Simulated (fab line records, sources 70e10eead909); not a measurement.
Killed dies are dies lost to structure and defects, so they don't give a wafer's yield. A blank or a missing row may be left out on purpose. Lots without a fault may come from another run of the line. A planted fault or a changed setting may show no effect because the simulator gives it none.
Chamber matching | flow nand_harc | NHARC_THIN_TSV_DEP_43 on pecvd-01: 3 sister chambers
The step deposits SiO2, target thk 1328.5 nm. 6 wafers are shown with their chamber, then 10 later ones without.

WAFERS WITH THEIR CHAMBER
wafer  | chamber | throttle_valve_pct (%)
L578.2 | 0       | 16.2
L589.1 | 1       | 16.0
L589.4 | 1       | 16.0
L589.5 | 2       | 16.0
L592.2 | 2       | 16.2
L592.3 | 0       | 16.6

WAFERS WITHOUT THEIR CHAMBER
wafer  | throttle_valve_pct (%)
L592.6 | 15.9
L593.1 | 16.5
L593.3 | 16.6
L593.6 | 16.5
L594.3 | 16.1
L594.4 | 16.4
L594.5 | 16.8
L597.3 | 16.1
L597.5 | 16.2
L597.6 | 16.7

WHICH CHAMBER EACH WENT THROUGH
wafer  | from the rows above          | in truth
L592.6 | can't be placed: 1 or 2      | 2
L593.1 | can't be placed: 0 or 2      | 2
L593.3 | can't be placed: 0 or 2      | 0
L593.6 | can't be placed: 0 or 2      | 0
L594.3 | can't be placed: 2 or 1 or 0 | 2
L594.4 | can't be placed: 0 or 2      | 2
L594.5 | can't be placed: 0 or 2      | 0
L597.3 | can't be placed: 2 or 1 or 0 | 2
L597.5 | can't be placed: 2 or 0 or 1 | 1
L597.6 | can't be placed: 0 or 2      | 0
Placed correctly: 0 of 10. Can't be placed from these rows: 10 (the true chamber is among the candidates in 10). Placed wrongly: 0.
How it was worked out, from the rows above alone: a wafer's distance from a chamber is the root of the sum, over the readings, of the square of ((its reading less the chamber's mean) divided by the reading's scatter). The wafer belongs to the nearest chamber; if the next one is less than 2 further off, it can't be placed. A chamber's mean is the mean of its shown wafers. The scatter: the root of (the sum of the squares of (reading less its chamber's mean) over the shown wafers, divided by (wafers less chambers)).
